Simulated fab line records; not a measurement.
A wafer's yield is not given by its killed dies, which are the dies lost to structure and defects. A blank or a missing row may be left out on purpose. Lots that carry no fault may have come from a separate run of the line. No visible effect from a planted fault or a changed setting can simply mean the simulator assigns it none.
Struck lot and sound lot, side by side / flow n5Finfet / 17 steps out of a route of 1938
Sound: these wafers, L484.4, L484.5, L484.6. Wafers L487.1, L487.3, L487.5 were the ones struck. The cause is given at the end.
At each step with rows: each side's tool, then ch and its chambers, then its first start. Under that, the readings that differ: sound wafers / struck wafers / difference of the means / sigmas: that difference in standard deviations of wafers without a fault.
alike: readings whose means differ by less than 2 such deviations, and words and numbers that are the same on both sides. not compared: withheld readings, readings that some wafer has no value for, bounds like >300 that may hide the same value, and numbers for which the record gives no deviation and whose values overlap.
Wherever a step has rows on one side only, a row that says differs or no value, or a row with sigmas, the two part there. Non-overlapping numbers with no deviation appear without sigmas and do not part them. A reading that every wafer of one side lacks parts them only if that side has two wafers or more.

first, 4 steps without rows for these wafers: N5_BEOL_M9_HM_STRIP_39 (strips TiN in peroxide tin strip, target depth 25 nm, time 158 s); N5_BEOL_M9_SRD_40 (time 30 s); N5_BEOL_M9_PRECLEAN_42 (cleans in residue remover, time 60 s); N5_BEOL_M9_SRD_43 (time 30 s).
N5_BEOL_M9_CD_MEAS_35: target cd 70 nm, target cd y 40 nm.
  sound on cdSem-03 at day 9 18:07; struck on cdSem-02 at day 10 14:49
  alike: cdNm
N5_BEOL_M9_CURE_72: cures SiCOH lowk, time 120 s.
  sound on uvCure-03 ch 2, day 9 18:19; struck on uvCure-03 ch 1, day 10 14:51
  alike: lampPowerPct, wafer_temp_C_max
then, 1 step without rows for these wafers: N5_BEOL_M9_DEGAS_44 (time 60 s).
N5_BEOL_M9_PRE_CLEAN_45: time 30 s.
  sound on pvdSputter-03 at day 9 18:35; struck on pvdSputter-02 at day 10 15:32
  alike: heaterPowerW
then, 1 step without rows for these wafers: N5_BEOL_M9_ALD_74 (deposits TaN, target thk 2 nm, pulse time 2 s, purge time 3 s).
N5_BEOL_M9_SURFACE_TREAT_79:
  sound on pvdSputter-01 at day 9 19:09; struck on pvdSputter-02 at day 10 15:52
  not compared: throttleValvePct
then, 1 step without rows for these wafers: N5_BEOL_M9_CVD_78 (deposits Co from CCTBA/H2, target thk 2 nm, time 138.9 s).
N5_BEOL_M9_SPUTTER_48: material Cu, target thk 12 nm, time 2 s.
  sound on pvdSputter-03 at day 9 19:25; struck on pvdSputter-01 at day 10 16:04
  alike: throttleValvePct
N5_BEOL_M9_ECD_50: material Cu, target thk 318 nm.
  sound on ecdCu-02 ch 0,1, day 9 19:34; struck on ecdCu-01 ch 0,1, day 10 16:29
N5_BEOL_M9_ANNEAL_51: time 90 s.
  sound on rtpAnneal-01 ch 0, day 9 20:07; struck on rtpAnneal-02 ch 0, day 10 18:28
  alike: annealTempC, wafer_temp_C_max
N5_BEOL_M9_CMP_52: polishes, stops on SiCOH lowk, t overpolish 7 s, target thk 140 nm.
  sound on cmp-02 ch 0,1,3, day 9 20:21; struck on cmp-02 ch 1,2,3, day 10 18:46
reading=timeToEndpointS (s); sound=60 68 59; struck=133 129 122; difference=+66; sigmas=+14
  alike: barrierFieldEndpointS, headPressurePsi, motorCurrentA, overpolishRunS, platenRpm, slurryFilterDpKPa
N5_BEOL_M9_THK_MEAS_53: measures by xrf.
  sound on filmMetro-02 at day 9 20:34; struck on filmMetro-02 at day 10 19:04
  alike: M9_THK
-- here the record skips 2 days between the struck wafers' starts before and after, leaving off in module BEOL_M9 and picking up in module PASSIVATION (first step shown: number 1936 of the route) --
N5_PASSIVATION_PROBE_49:
  only the struck wafers here have rows in the record (prober-01, day 13 04:39); the sound ones have none

WHERE THEY PART
First at N5_BEOL_M9_CMP_52; last, within this record, at N5_PASSIVATION_PROBE_49.

WHY: whatever the simulator had introduced
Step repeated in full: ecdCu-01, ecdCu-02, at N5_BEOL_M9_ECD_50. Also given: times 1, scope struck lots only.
